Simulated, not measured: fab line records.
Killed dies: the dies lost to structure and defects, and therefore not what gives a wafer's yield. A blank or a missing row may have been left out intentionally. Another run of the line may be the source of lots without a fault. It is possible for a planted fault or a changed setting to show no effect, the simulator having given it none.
fab line records -- flow n5_finfet
[record] lots = 7, wafers = 21
route steps=1938 shown GATE_CUT@480 MOL_CONTACT_COAG@565 BEOL_M0_SAQP@634 BEOL_M1@751 BEOL_M2@870
start_h: hours from the record's opening day to when the first of the lot's shown wafers began -- wait_h: hours elapsed since this lot's preceding step -- " as in the row above -- L1.1+2: one row covering several wafers at once -- - value missing, or start not given -- * or withheld: withheld -- < > ~ a bound
route shown NAME@n: a module of which the file shows steps, and the number in the route of the first -- usual: mean/standard deviation of fault-free wafers -- same: alike in all rows -- chamber/n: place in a boat -- sites: per-site readings -- _std_site: standard deviation of those values -- _edge_site: inner sites' mean taken away from outer sites' mean -- radius_mm: how far each site lies from the wafer's centre -- mask NAME#n: copy n -- behind: the last tool/chamber to shape the wafer -- hold: the reason the lot was held/the length of the hold in hours/how it ended -- device: which transistor (n, p or np) failed to switch -- end of line: tests of these same wafers at the route's end -- where a step has no rows: the recipe by itself -- killed: the dies lost at the first sort to structure and to defects; this is not the yield of the wafer -- map: the dies of a wafer, with x for killed, . for not killed, _ for no die there
set.NAME: the setting that was run; set.NAME@STEP: the one run at that earlier step -- model.NAME: the simulator's own value behind a step, which no gauge read
lots whose settings were changed on purpose; a table a step, a row a wafer
[[steps]]
[step N5_GATE_CUT_COAT_27]
[recipe] resist = underlayer, temp_c = 205, time_s = 60, spin_rpm = 1500, resist_thk_nm = 10
lot.wafer,tool,chamber,start_h,wait_h,set.spin_rpm,model.underlayer_of_GATE_CUT_COAT_27.thk_nm
L074.1+4+6,litho_track-02,0,-,-,1500,10
L075.1+3,litho_track-02,0,-,-,1500,10
L075.6,litho_track-02,0,-,-,1357,10.6
L077.4+5+6,litho_track-02,0,-,-,1500,10
L079.3+4+5,litho_track-05,0,-,-,1500,10
L084.1+4+6,litho_track-05,0,-,-,1500,10
L089.3,litho_track-02,0,-,-,1500,10
L089.4+5,litho_track-02,0,-,-,1652,9.6
L091.1+2+6,litho_track-02,0,-,-,1500,10
[step N5_GATE_CUT_COAT_07]
[recipe] resist = CAR-EUV, spin_rpm = 1500, resist_thk_nm = 30
[step N5_GATE_CUT_EBR_09]
[recipe] solvent = PGMEA, ebr_width_mm = 1.5
[step N5_GATE_CUT_DESCUM_18]
[recipe] chemistry = O2, time_s = 7, source_power_w = 50, bias_power_w = 20, pressure_mtorr = 20, rf_frequency_hz = 2.712e+07, temp_c = 40, resist = CAR-EUV, o2_flow_sccm = 225
[step N5_GATE_CUT_ETCH_28]
[recipe] chemistry = N2/H2, target = underlayer, target_depth_a = 130, mask_material = CAR-EUV, time_s = 10.4, ion_energy_ev = 200, pressure_mtorr = 30, source_w = 840, bias_w = 150, n2_flow_sccm = 200, h2_flow_sccm = 200, ends = cleared
[usual] etch_rf_on_time_s = 10.42/0.18
lot.wafer,tool,chamber,start_h,wait_h,set.spin_rpm@GATE_CUT_COAT_27,etch_rf_on_time_s,model.etch.depth_nm,model.CAR-EUV_of_GATE_CUT_COAT_07.thk_nm
L074.1,rie_diel-05,3,83.75,0.0,1500,10.48,10.02,14.6
L074.4,rie_diel-05,0,83.75,0.0,1500,10.45,10.03,14.6
L074.6,rie_diel-05,2,83.75,0.0,1500,10.56,10.02,14.6
L075.1,rie_diel-05,2,89.33,0.0,1500,10.44,9.984,14.6
L075.3,rie_diel-05,1,89.33,0.0,1500,10.10,9.995,14.8
L075.6,rie_diel-05,3,89.33,0.0,1357,10.96,10.54,14
L077.4,rie_diel-06,3,100.88,0.0,1500,10.30,10.02,14.6
L077.5,rie_diel-06,0,100.88,0.0,1500,10.37,10.03,14.6
L077.6,rie_diel-06,1,100.88,0.0,1500,10.39,10.03,14.8
L079.3,rie_diel-05,0,114.51,0.0,1500,10.47,9.996,14.6
L079.4,rie_diel-05,3,114.51,0.0,1500,10.51,10.03,14.6
L079.5,rie_diel-05,3,114.51,0.0,1500,10.41,10.03,14.6
L084.1,rie_diel-03,3,145.25,0.0,1500,10.47,10.04,14.6
L084.4,rie_diel-03,0,145.25,0.0,1500,10.59,10.01,14.6
L084.6,rie_diel-03,3,145.25,0.0,1500,10.44,10.02,14.6
L089.3,rie_diel-03,1,177.43,0.0,1500,10.73,10.02,14.6
L089.4,rie_diel-03,1,177.43,0.0,1652,10.25,9.541,15.2
L089.5,rie_diel-03,0,177.43,0.0,1652,9.97,9.525,15.2
L091.1,rie_diel-05,3,188.53,0.0,1500,10.38,9.95,14.6
L091.2,rie_diel-05,2,188.53,0.0,1500,10.44,9.936,14.6
L091.6,rie_diel-05,3,188.53,0.0,1500,10.35,9.921,14.6
[step N5_GATE_CUT_ETCH_36]
[recipe] chemistry = CF4, target = SiARC, target_depth_a = 130, mask_material = CAR-EUV, time_s = 21.7, ion_energy_ev = 80, pressure_mtorr = 40, source_w = 545, bias_w = 36, Ar_flow_sccm = 100, cf4_flow_sccm = 100, ends = cleared
lot.wafer,tool,chamber,start_h,wait_h,set.spin_rpm@GATE_CUT_COAT_27,model.CAR-EUV_of_GATE_CUT_COAT_07.thk_nm
L074.1+4+6,rie_diel-05,"3,0,2",83.77,0.0,1500,7
L075.1+3,rie_diel-05,"2,1",89.35,0.0,1500,7
L075.6,rie_diel-05,3,89.35,0.0,1357,6.4
L077.4+5+6,rie_diel-06,"3,0,1",100.90,0.0,1500,7
L079.3+4,rie_diel-05,"0,3",114.53,0.0,1500,6.8
L079.5,rie_diel-05,3,114.53,0.0,1500,7
L084.1+6,rie_diel-03,3,145.27,0.0,1500,6.8
L084.4,rie_diel-03,0,145.27,0.0,1500,7
L089.3,rie_diel-03,1,177.45,0.0,1500,7
L089.4+5,rie_diel-03,"1,0",177.45,0.0,1652,7.6
L091.1+2+6,rie_diel-05,"3,2,3",188.55,0.0,1500,7
[step N5_GATE_CUT_ETCH_37]
[recipe] chemistry = N2/H2, target = SOC, target_depth_a = 600, overetch_a = 120, mask_material = SiARC, temp_c = 40, time_s = 90, ion_energy_ev = 200, pressure_mtorr = 30, source_w = 840, bias_w = 150, n2_flow_sccm = 200, h2_flow_sccm = 200
[step N5_GATE_CUT_STRIP_38]
[recipe] chemistry = N2/H2, temp_c = 40, n2_flow_sccm = 200, h2_flow_sccm = 200, rf_frequency_hz = 6e+07
[step N5_GATE_CUT_STRIP_39]
[recipe] chemistry = N2/H2, temp_c = 40, n2_flow_sccm = 200, h2_flow_sccm = 200, rf_frequency_hz = 6e+07
[step N5_GATE_CUT_HM_OPEN_40]
[recipe] chemistry = C4F6/O2, target = SiO2, mask_material = SiARC, target_depth_a = 1390, time_s = 85.1, ion_energy_ev = 250, pressure_mtorr = 30, source_w = 345, bias_w = 185, Ar_flow_sccm = 300, C4F6_flow_sccm = 10, O2_flow_sccm = 10, ends = cleared
[usual] etch_rf_on_time_s = 94.2/1.8
lot.wafer,tool,chamber,start_h,wait_h,set.time_s@GATE_CUT_HM_DEP_46,etch_rf_on_time_s,model.etch.depth_nm,model.SOC_of_GATE_CUT_COAT_34.thk_nm
L074.1,rie_diel-05,3,83.88,0.0,26.6,93.4,128.9,32.2
L074.4,rie_diel-05,0,83.88,0.0,26.6,93.4,131.2,32.4
L074.6,rie_diel-05,2,83.88,0.0,27.63,98.2,135.9,31.4
L075.1,rie_diel-05,2,89.46,0.0,26.6,90.8,127.4,33.4
L075.3,rie_diel-05,1,89.46,0.0,23.09,78.0,109.8,36.8
L075.6,rie_diel-05,3,89.46,0.0,23.09,81.1,113.5,35.6
L077.4,rie_diel-06,3,101.01,0.0,28.11,98.9,139.9,30.8
L077.5,rie_diel-06,0,101.01,0.0,26.6,94.6,130.7,32.8
L077.6,rie_diel-06,1,101.01,0.0,28.11,99.3,139.1,31
L079.3,rie_diel-05,0,114.64,0.0,26.6,94.4,130.6,32.6
L079.4,rie_diel-05,3,114.64,0.0,26.6,96.0,131.3,32.2
L079.5,rie_diel-05,3,114.64,0.0,26.6,96.8,132.3,31.6
L084.1,rie_diel-03,3,145.38,0.0,26.6,91.6,126.7,33.6
L084.4,rie_diel-03,0,145.38,0.0,26.6,95.4,129.4,33.2
L084.6,rie_diel-03,3,145.38,0.0,26.6,93.5,128.9,33.2
L089.3,rie_diel-03,1,177.56,0.0,29.47,106.8,144.9,29.8
L089.4,rie_diel-03,1,177.56,0.0,29.47,106.8,144.8,29.6
L089.5,rie_diel-03,0,177.56,0.0,26.6,96.1,132.3,31.8
L091.1,rie_diel-05,3,188.66,0.0,26.6,95.0,130.7,32.2
L091.2,rie_diel-05,2,188.66,0.0,26.6,94.6,129.2,33
L091.6,rie_diel-05,3,188.66,0.0,23.37,83.0,113.9,35.6
[step N5_GATE_CUT_STRIP_41]
[recipe] chemistry = CF4, resist = SiARC, power_w = 300, bias_power_w = 75, pressure_mtorr = 50, cf4_flow_sccm = 150, rf_frequency_hz = 6e+07
[step N5_GATE_CUT_STRIP_42]
[recipe] chemistry = O2, power_w = 400, temp_c = 40, pressure_mtorr = 30, rf_frequency_hz = 6e+07, bias_power_w = 0, overash_fraction = 0.3, o2_flow_sccm = 225
[step N5_GATE_CUT_ALD_22]
[recipe] material = SiNx, target_thk_a = 160, temp_c = 400, ald_precursor_family = SiH2I2, ald_co_reactant = N2/H2-plasma, pulse_time_s = 1, ald_cycles = 320, purge_time_s = 2, co_reactant_purge_time_s = 2, pressure_torr = 2
[step N5_GATE_CUT_CMP_23]
[recipe] stop_on = SiO2, t_overpolish_s = 23.4, post_cmp_clean = alkaline_brush, down_force_psi = 2.5, platen_rpm = 51.8, pad_velocity_m_s = 1.0307, target_thk_nm = 16
[step N5_GATE_CUT_THK_MEAS_24]
[recipe] reads = SiO2_of_GATE_CUT_HM_DEP_46+SiO2_flowable_of_ILD0_FCVD_FILL_01
[usual] GC_FILL_THK = 220.1/1.8
lot.wafer,tool,chamber,start_h,wait_h,set.time_s@GATE_CUT_HM_DEP_46,GC_FILL_THK[nm]
L074.1,film_metro-02,-,86.34,-,26.6,218.8
L074.4,film_metro-02,-,86.34,-,26.6,220.8
L074.6,film_metro-02,-,86.34,-,27.63,226.9
L075.1,film_metro-01,-,92.11,-,26.6,216.9
L075.3,film_metro-01,-,92.11,-,23.09,199.0
L075.6,film_metro-01,-,92.11,-,23.09,202.8
L077.4,film_metro-01,-,103.52,-,28.11,229.5
L077.5,film_metro-01,-,103.52,-,26.6,220.7
L077.6,film_metro-01,-,103.52,-,28.11,228.2
L079.3,film_metro-02,-,117.10,-,26.6,220.2
L079.4,film_metro-02,-,117.10,-,26.6,221.8
L079.5,film_metro-02,-,117.10,-,26.6,221.5
L084.1,film_metro-01,-,147.87,-,26.6,216.9
L084.4,film_metro-01,-,147.87,-,26.6,219.0
L084.6,film_metro-01,-,147.87,-,26.6,218.3
L089.3,film_metro-02,-,180.02,-,29.47,235.1
L089.4,film_metro-02,-,180.02,-,29.47,234.9
L089.5,film_metro-02,-,180.02,-,26.6,222.0
L091.1,film_metro-01,-,194.73,-,26.6,219.7
L091.2,film_metro-01,-,194.73,-,26.6,219.1
L091.6,film_metro-01,-,194.73,-,23.37,203.7
[step N5_GATE_CUT_CMP_43]
[recipe] material = SiO2, post_cmp_clean = rinse_only
lot.wafer,tool,chamber,start_h,wait_h,set.time_s@GATE_CUT_HM_DEP_46,model.SiO2_of_GATE_CUT_HM_DEP_46.thk_nm
L074.4+1,cmp-03,"3,0",86.53,0.2,26.6,5
L074.6,cmp-03,2,86.53,0.2,27.63,5.2
L075.3,cmp-03,3,92.21,0.1,23.09,4
L075.1,cmp-03,2,92.21,0.1,26.6,4.8
L075.6,cmp-03,3,92.21,0.1,23.09,4.2
L077.4+6,cmp-04,"1,3",103.79,0.3,28.11,5.4
L077.5,cmp-04,2,103.79,0.3,26.6,5
L079.4+3,cmp-04,"3,0",117.29,0.2,26.6,5
L079.5,cmp-04,1,117.29,0.2,26.6,5.2
L084.1,cmp-01,3,147.90,0.0,26.6,4.8
L084.4+6,cmp-01,"1,0",147.90,0.0,26.6,5
L089.4+3,cmp-03,"3,1",180.12,0.1,29.47,5.8
L089.5,cmp-03,3,180.12,0.1,26.6,5.2
L091.1+2,cmp-01,"1,2",194.76,0.0,26.6,5
L091.6,cmp-01,1,194.76,0.0,23.37,4.2
[step N5_MOL_CONTACT_COAG_COAT_76]
[recipe] resist = SiARC, temp_c = 220, time_s = 60, spin_rpm = 1500, resist_thk_nm = 10
lot.wafer,tool,chamber,start_h,wait_h,set.spin_rpm,model.SiARC_of_MOL_CONTACT_COAG_COAT_76.thk_nm
L074.1,litho_track-01,0,-,-,1500,10.2
L074.4+6,litho_track-01,0,-,-,1500,10
L075.1+6,litho_track-03,0,-,-,1500,10
L075.3,litho_track-03,0,-,-,1555,9.8
L077.4+5+6,litho_track-01,0,-,-,1500,10
L079.3+4+5,litho_track-03,0,-,-,1500,10
L084.1+6,litho_track-02,0,-,-,1500,10
L084.4,litho_track-02,0,-,-,1383,10.4
L089.3+4+5,litho_track-03,0,-,-,1500,10
L091.1,litho_track-03,0,-,-,1367,10.6
L091.2+6,litho_track-03,0,-,-,1500,10
[step N5_MOL_CONTACT_COAG_COAT_77]
[recipe] resist = underlayer, temp_c = 205, time_s = 60, spin_rpm = 1500, resist_thk_nm = 10
[step N5_MOL_CONTACT_COAG_COAT_78]
[recipe] resist = CAR-EUV, spin_rpm = 1500, resist_thk_nm = 40
[step N5_MOL_CONTACT_COAG_DESCUM_88]
[recipe] chemistry = O2, time_s = 7, source_power_w = 50, bias_power_w = 20, pressure_mtorr = 20, rf_frequency_hz = 2.712e+07, temp_c = 40, resist = CAR-EUV, o2_flow_sccm = 225
[step N5_MOL_CONTACT_COAG_ETCH_89]
[recipe] chemistry = N2/H2, target = underlayer, target_depth_a = 130, mask_material = CAR-EUV, time_s = 10.4, ion_energy_ev = 200, pressure_mtorr = 30, source_w = 840, bias_w = 150, n2_flow_sccm = 200, h2_flow_sccm = 200, ends = cleared
[step N5_MOL_CONTACT_COAG_ETCH_90]
[recipe] chemistry = CF4, target = SiARC, target_depth_a = 130, mask_material = CAR-EUV, time_s = 21.7, ion_energy_ev = 80, pressure_mtorr = 40, source_w = 545, bias_w = 36, Ar_flow_sccm = 100, cf4_flow_sccm = 100, ends = cleared
lot.wafer,tool,chamber,start_h,wait_h,set.spin_rpm@MOL_CONTACT_COAG_COAT_76,model.etch.depth_nm
L074.1,rie_diel-01,3,98.53,0.0,1500,10.11
L074.4+6,rie_diel-01,"0,1",98.53,0.0,1500,10.1
L075.1,rie_diel-01,3,103.41,0.0,1500,9.997
L075.3,rie_diel-01,0,103.41,0.0,1555,9.849
L075.6,rie_diel-01,3,103.41,0.0,1500,9.985
L077.4,rie_diel-04,0,115.58,0.0,1500,10.07
L077.5+6,rie_diel-04,"1,3",115.58,0.0,1500,10.04
L079.3,rie_diel-01,1,129.98,0.0,1500,9.965
L079.4,rie_diel-01,2,129.98,0.0,1500,9.992
L079.5,rie_diel-01,1,129.98,0.0,1500,10
L084.1,rie_diel-04,3,157.59,0.0,1500,9.985
L084.4,rie_diel-04,0,157.59,0.0,1383,10.44
L084.6,rie_diel-04,0,157.59,0.0,1500,10.01
L089.3,rie_diel-04,0,195.38,0.0,1500,9.996
L089.4+5,rie_diel-04,"1,2",195.38,0.0,1500,10
L091.1,rie_diel-02,1,208.00,0.0,1367,10.51
L091.2,rie_diel-02,0,208.00,0.0,1500,9.992
L091.6,rie_diel-02,3,208.00,0.0,1500,10.04
[step N5_BEOL_M0_SAQP_HM_DEP_02]
[recipe] material = TiN, target_thk_a = 120, temp_c = 25, chamber_pressure_pa = 0.49996
lot.wafer,tool,chamber,start_h,wait_h,set.target_thk_a,model.TiN_of_BEOL_M0_SAQP_HM_DEP_02.thk_nm
L074.1+6,pvd_sputter-01,-,107.03,0.8,120,12
L074.4,pvd_sputter-01,-,107.03,0.8,107.5,10.8
L075.1+6,pvd_sputter-02,-,112.02,1.7,120,12
L075.3,pvd_sputter-02,-,112.02,1.7,120,11.8
L077.4+6,pvd_sputter-03,-,123.46,0.0,120,12
L077.5,pvd_sputter-03,-,123.46,0.0,132.3,13.2
L079.3,pvd_sputter-02,-,137.80,1.5,120,11.8
L079.4+5,pvd_sputter-02,-,137.80,1.5,120,12
L084.1+4,pvd_sputter-02,-,164.27,0.4,109,10.8
L084.6,pvd_sputter-02,-,164.27,0.4,120,12
L089.3+4+5,pvd_sputter-03,-,202.84,0.4,120,12
L091.1+6,pvd_sputter-02,-,215.48,0.3,120,12
L091.2,pvd_sputter-02,-,215.48,0.3,106.7,10.4
[step N5_BEOL_M0_SAQP_MANDREL_ETCH_20]
[recipe] target_depth_a = 600, chemistry = HBr/Cl2, target = a-Si, stop_on = SiNx, bt_time_s = 10, mask_material = SOC, over_etch_frac = 0.5, time_s = 30, pressure_mtorr = 10, icp_w = 800, bias_w = 75, HBr_flow_sccm = 150, Cl2_flow_sccm = 80, ends = end_point
lot.wafer,tool,chamber,start_h,wait_h,set.bias_w,model.SOC_of_BEOL_M0_SAQP_COAT_81.thk_nm
L074.1,rie_si-02,3,108.08,0.0,75,76.8
L074.4,rie_si-02,2,108.08,0.0,75,76.2
L074.6,rie_si-02,3,108.08,0.0,85.47,75.2
L075.1,rie_si-02,1,113.07,0.0,75,76.6
L075.3,rie_si-02,0,113.07,0.0,75,76.2
L075.6,rie_si-02,2,113.07,0.0,79.93,75.4
L077.4,rie_si-06,3,124.51,0.0,75,75.6
L077.5,rie_si-06,2,124.51,0.0,79.9,75.4
L077.6,rie_si-06,3,124.51,0.0,79.9,75.2
L079.3,rie_si-02,3,139.28,0.0,75,76.4
L079.4+5,rie_si-02,"1,0",139.28,0.0,75,76
L084.1,rie_si-02,0,165.50,0.0,64.5,77.8
L084.4,rie_si-02,2,165.50,0.0,75,76.2
L084.6,rie_si-02,1,165.50,0.0,75,76.4
L089.3,rie_si-06,1,204.02,0.0,75,75.6
L089.4,rie_si-06,2,204.02,0.0,75,75.4
L089.5,rie_si-06,0,204.02,0.0,65.55,76.6
L091.1+6,rie_si-05,1,216.67,0.0,79.61,75.4
L091.2,rie_si-05,0,216.67,0.0,75,75.6
[step N5_BEOL_M1_ILD_DEP_00]
[recipe] material = SiOC, target_thk_a = 790, temp_c = 350, precursor = DEMS/O2, pressure_torr = 5, rf_w = 500, time_s = 15.3
lot.wafer,tool,chamber,start_h,wait_h,set.time_s,model.SiOC_of_BEOL_M1_ILD_DEP_00.thk_nm
L074.1,pecvd-02,0,117.13,0.0,14.42,75
L074.4,pecvd-02,1,117.13,0.0,14.42,75.6
L074.6,pecvd-02,2,117.13,0.0,14.42,76.6
L075.1,pecvd-04,2,125.15,0.0,14.37,73.2
L075.3,pecvd-04,0,125.15,0.0,15.3,78.4
L075.6,pecvd-04,0,125.15,0.0,14.37,74.6
L077.4,pecvd-02,0,136.48,0.1,13.82,73
L077.5,pecvd-02,2,136.48,0.1,15.3,80.8
L077.6,pecvd-02,0,136.48,0.1,15.3,80.6
L079.3,pecvd-02,1,151.56,0.0,15.3,78.8
L079.4,pecvd-02,2,151.56,0.0,15.3,81.8
L079.5,pecvd-02,1,151.56,0.0,15.3,80.8
L084.1,pecvd-03,0,177.05,0.0,14.48,74.8
L084.4,pecvd-03,0,177.05,0.0,15.3,79.8
L084.6,pecvd-03,1,177.05,0.0,14.48,76
L089.3,pecvd-03,0,217.07,0.0,17.08,86.8
L089.4+5,pecvd-03,"1,2",217.07,0.0,15.3,80.4
L091.1,pecvd-04,1,230.61,0.0,14.38,73.2
L091.2,pecvd-04,0,230.61,0.0,15.3,77.8
L091.6,pecvd-04,0,230.61,0.0,15.3,78.6
[step N5_BEOL_M1_THK_MEAS_01]
[recipe] reads = SiOC_of_BEOL_M1_ILD_DEP_00
[usual] M1_ILD_THK = 79.3/0.99
lot.wafer,tool,chamber,start_h,wait_h,set.time_s@BEOL_M1_ILD_DEP_00,M1_ILD_THK[nm]
L074.1,film_metro-02,-,117.20,0.0,14.42,74.9
L074.4,film_metro-02,-,117.20,0.0,14.42,75.6
L074.6,film_metro-02,-,117.20,0.0,14.42,76.7
L075.1,film_metro-01,-,125.21,0.0,14.37,73.2
L075.3,film_metro-01,-,125.21,0.0,15.3,78.5
L075.6,film_metro-01,-,125.21,0.0,14.37,74.7
L077.4,film_metro-01,-,136.55,0.1,13.82,73.1
L077.5,film_metro-01,-,136.55,0.1,15.3,80.9
L077.6,film_metro-01,-,136.55,0.1,15.3,80.6
L079.3,film_metro-02,-,151.63,0.1,15.3,78.9
L079.4,film_metro-02,-,151.63,0.1,15.3,81.9
L079.5,film_metro-02,-,151.63,0.1,15.3,80.8
L084.1,film_metro-02,-,177.11,0.0,14.48,74.7
L084.4,film_metro-02,-,177.11,0.0,15.3,79.9
L084.6,film_metro-02,-,177.11,0.0,14.48,76.0
L089.3,film_metro-02,-,217.14,0.1,17.08,86.8
L089.4,film_metro-02,-,217.14,0.1,15.3,80.4
L089.5,film_metro-02,-,217.14,0.1,15.3,80.4
L091.1,film_metro-02,-,230.68,0.0,14.38,73.2
L091.2,film_metro-02,-,230.68,0.0,15.3,77.8
L091.6,film_metro-02,-,230.68,0.0,15.3,78.5
[step N5_BEOL_M1_COAT_61]
[recipe] resist = SOC, temp_c = 250, time_s = 60, spin_rpm = 1500, resist_thk_nm = 60
lot.wafer,tool,chamber,start_h,wait_h,set.spin_rpm,model.SOC_of_BEOL_M1_COAT_61.thk_nm
L074.1+6,litho_track-04,0,117.42,0.1,1500,60.4
L074.4,litho_track-04,0,117.42,0.1,1586,58.8
L075.1+6,litho_track-01,0,126.68,0.1,1603,58.4
L075.3,litho_track-01,0,126.68,0.1,1500,60.2
L077.4,litho_track-04,0,138.03,0.1,1583,58.6
L077.5,litho_track-04,0,138.03,0.1,1583,58.8
L077.6,litho_track-04,0,138.03,0.1,1500,60.2
L079.3+5,litho_track-04,0,153.19,0.1,1500,60.4
L079.4,litho_track-04,0,153.19,0.1,1500,60.2
L084.1+4,litho_track-03,0,179.02,0.1,1632,57.4
L084.6,litho_track-03,0,179.02,0.1,1500,59.6
L089.3,litho_track-04,0,219.27,0.1,1358,63.2
L089.4,litho_track-04,0,219.27,0.1,1358,63
L089.5,litho_track-04,0,219.27,0.1,1500,60
L091.1,litho_track-03,0,231.74,0.1,1340,63.2
L091.2+6,litho_track-03,0,231.74,0.1,1500,60
[step N5_BEOL_M1_COAT_62]
[recipe] resist = SiARC, temp_c = 220, time_s = 60, spin_rpm = 1500, resist_thk_nm = 12
[step N5_BEOL_M1_COAT_73]
[recipe] resist = underlayer, temp_c = 205, time_s = 60, spin_rpm = 1500, resist_thk_nm = 5
[step N5_BEOL_M1_ETCH_74]
[recipe] chemistry = N2/H2, target = underlayer, target_depth_a = 65, mask_material = CAR-EUV, time_s = 5.2, ion_energy_ev = 200, pressure_mtorr = 30, source_w = 840, bias_w = 150, n2_flow_sccm = 200, h2_flow_sccm = 200, ends = cleared
[step N5_BEOL_M1_ETCH_63]
[recipe] chemistry = CF4, target = SiARC, target_depth_a = 156, mask_material = CAR-EUV, time_s = 26, ion_energy_ev = 80, pressure_mtorr = 40, source_w = 545, bias_w = 36, Ar_flow_sccm = 100, cf4_flow_sccm = 100, ends = cleared
[step N5_BEOL_M1_ETCH_64]
[recipe] chemistry = N2/H2, target = SOC, target_depth_a = 750, overetch_a = 150, mask_material = SiARC, temp_c = 40, time_s = 112.5, ion_energy_ev = 200, pressure_mtorr = 30, source_w = 840, bias_w = 150, n2_flow_sccm = 200, h2_flow_sccm = 200
lot.wafer,tool,chamber,start_h,wait_h,set.spin_rpm@BEOL_M1_COAT_61,model.etch.depth_nm
L074.1,rie_diel-05,0,118.24,0.0,1500,60.5
L074.4,rie_diel-05,2,118.24,0.0,1586,58.74
L074.6,rie_diel-05,3,118.24,0.0,1500,60.33
L075.1,rie_diel-03,1,127.32,0.0,1603,58.35
L075.3,rie_diel-03,2,127.32,0.0,1500,60.16
L075.6,rie_diel-03,2,127.32,0.0,1603,58.4
L077.4,rie_diel-03,0,138.73,0.0,1583,58.63
L077.5,rie_diel-03,2,138.73,0.0,1583,58.71
L077.6,rie_diel-03,3,138.73,0.0,1500,60.19
L079.3,rie_diel-05,3,153.74,0.0,1500,60.36
L079.4,rie_diel-05,0,153.74,0.0,1500,60.21
L079.5,rie_diel-05,1,153.74,0.0,1500,60.37
L084.1+4,rie_diel-06,"3,2",179.49,0.0,1632,57.37
L084.6,rie_diel-06,0,179.49,0.0,1500,59.63
L089.3,rie_diel-03,0,220.68,0.1,1358,63.11
L089.4,rie_diel-03,1,220.68,0.1,1358,63.03
L089.5,rie_diel-03,0,220.68,0.1,1500,60.09
L091.1,rie_diel-06,0,232.36,0.0,1340,63.26
L091.2,rie_diel-06,1,232.36,0.0,1500,60.08
L091.6,rie_diel-06,1,232.36,0.0,1500,59.97
[step N5_BEOL_M2_COAT_22]
[recipe] resist = CAR-EUV, spin_rpm = 1500, resist_thk_nm = 30
lot.wafer,tool,chamber,start_h,wait_h,set.spin_rpm,model.CAR-EUV_of_BEOL_M2_COAT_22.thk_nm
L074.1,litho_track-02,0,-,-,1448,30.4
L074.4+6,litho_track-02,0,-,-,1500,30
L075.1+6,litho_track-04,0,-,-,1427,30.8
L075.3,litho_track-04,0,-,-,1500,30
L077.4+5,litho_track-02,0,-,-,1500,30
L077.6,litho_track-02,0,-,-,1586,29.2
L079.3+4,litho_track-05,0,-,-,1500,30
L079.5,litho_track-05,0,-,-,1500,30.2
L084.1+4+6,litho_track-02,0,-,-,1500,30
L089.3+5,litho_track-05,0,-,-,1500,30
L089.4,litho_track-05,0,-,-,1441,30.6
L091.1,litho_track-02,0,-,-,1340,31.6
L091.2,litho_track-02,0,-,-,1500,30
L091.6,litho_track-02,0,-,-,1500,29.8
[[key]]
[split] step = N5_GATE_CUT_COAT_27, setting = spin_rpm, stated = 1500, by = wafer
[response] step = N5_GATE_CUT_COAT_27, reading = model.underlayer_of_GATE_CUT_COAT_27.thk_nm, change = -0.0505, per = 1%, r = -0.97
[response] step = N5_GATE_CUT_ETCH_28, reading = etch_rf_on_time_s, change = *, per = 1%, r = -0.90
[response] step = N5_GATE_CUT_ETCH_28, reading = model.etch.depth_nm, change = -0.0526, per = 1%, r = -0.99
[response] step = N5_GATE_CUT_ETCH_28, reading = model.CAR-EUV_of_GATE_CUT_COAT_07.thk_nm, change = +0.0659, per = 1%, r = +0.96
[response] step = N5_GATE_CUT_ETCH_36, reading = model.CAR-EUV_of_GATE_CUT_COAT_07.thk_nm, change = +0.061, per = 1%, r = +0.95
[split] step = N5_MOL_CONTACT_COAG_COAT_76, setting = spin_rpm, stated = 1500, by = wafer
[response] step = N5_MOL_CONTACT_COAG_COAT_76, reading = model.SiARC_of_MOL_CONTACT_COAG_COAT_76.thk_nm, change = -0.06, per = 1%, r = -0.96
[response] step = N5_MOL_CONTACT_COAG_ETCH_90, reading = model.etch.depth_nm, change = -0.0548, per = 1%, r = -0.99
[split] step = N5_BEOL_M0_SAQP_HM_DEP_02, setting = target_thk_a, stated = 120, by = wafer
[response] step = N5_BEOL_M0_SAQP_HM_DEP_02, reading = model.TiN_of_BEOL_M0_SAQP_HM_DEP_02.thk_nm, change = +0.127, per = 1%, r = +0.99
[split] step = N5_BEOL_M0_SAQP_MANDREL_ETCH_20, setting = bias_w, stated = 75, by = wafer
[response] step = N5_BEOL_M0_SAQP_MANDREL_ETCH_20, reading = model.SOC_of_BEOL_M0_SAQP_COAT_81.thk_nm, change = -0.0932, per = 1%, r = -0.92
[split] step = N5_BEOL_M1_ILD_DEP_00, setting = time_s, stated = 15.3, by = wafer
[response] step = N5_BEOL_M1_ILD_DEP_00, reading = model.SiOC_of_BEOL_M1_ILD_DEP_00.thk_nm, change = +0.695, per = 1%, r = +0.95
[response] step = N5_BEOL_M1_THK_MEAS_01, reading = M1_ILD_THK, change = +0.697, per = 1%, r = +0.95
[split] step = N5_BEOL_M1_COAT_61, setting = spin_rpm, stated = 1500, by = wafer
[response] step = N5_BEOL_M1_COAT_61, reading = model.SOC_of_BEOL_M1_COAT_61.thk_nm, change = -0.288, per = 1%, r = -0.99
[response] step = N5_BEOL_M1_ETCH_64, reading = model.etch.depth_nm, change = -0.288, per = 1%, r = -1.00
[split] step = N5_BEOL_M2_COAT_22, setting = spin_rpm, stated = 1500, by = wafer
[response] step = N5_BEOL_M2_COAT_22, reading = model.CAR-EUV_of_BEOL_M2_COAT_22.thk_nm, change = -0.153, per = 1%, r = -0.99
split outside_this_file step=N5_GATE_CUT_HM_DEP_46 setting=time_s
// split outside_this_file: this setting was split too, and the file shows its column; the key of that split is in another file
